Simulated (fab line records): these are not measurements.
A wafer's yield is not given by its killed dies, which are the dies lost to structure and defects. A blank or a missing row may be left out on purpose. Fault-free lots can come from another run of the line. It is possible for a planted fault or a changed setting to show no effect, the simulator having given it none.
Matching of chambers    flow nand-harc    NHARC_A_WL_FILL_ETCHBACK_26 on rie-si-06: 4 sister chambers
The step etches the open film in HBr, target depth 52 nm, time 13.3 s. 4 wafers are shown with their chamber, then 11 later ones without.

WAFERS PAIRED WITH THEIR CHAMBERS
wafer   chamber  drypump-motor-current-A (A)
L089.4  0        6.4
L090.3  3        5.3
L090.5  2        5.4
L093.1  1        6.0

WAFERS MISSING THEIR CHAMBER
wafer   drypump-motor-current-A (A)
L093.4  5.4
L093.6  5.4
L091.4  5.3
L091.5  6.3
L091.6  5.3
L095.1  6.3
L095.3  5.3
L095.6  6.3
L097.1  6.3
L097.2  5.4
L097.4  5.3

WHICH CHAMBER EACH ONE RAN IN
wafer   from the rows above      in truth
L093.4  can't be placed: 2 or 3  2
L093.6  can't be placed: 2 or 3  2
L091.4  can't be placed: 3 or 2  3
L091.5  0                        0
L091.6  can't be placed: 3 or 2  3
L095.1  0                        0
L095.3  can't be placed: 3 or 2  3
L095.6  0                        0
L097.1  0                        0
L097.2  can't be placed: 2 or 3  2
L097.4  can't be placed: 3 or 2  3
Correctly placed: 4 of 11. Unplaceable from these rows: 7, with the true chamber sitting among the candidates in 7. Number placed wrongly: 0.
How it was worked out, from the rows above alone: a wafer's distance from a chamber is the root of the sum, over the readings, of the square of ((its reading less the chamber's mean) divided by the reading's scatter). If the next closest chamber is less than 2 further off than the closest, the wafer can't be placed; otherwise it belongs to the closest. A chamber's mean is the mean of its shown wafers. The scatter: with one shown wafer a chamber, the root of the mean of the squares of how far each hidden wafer lies from its nearest shown one.
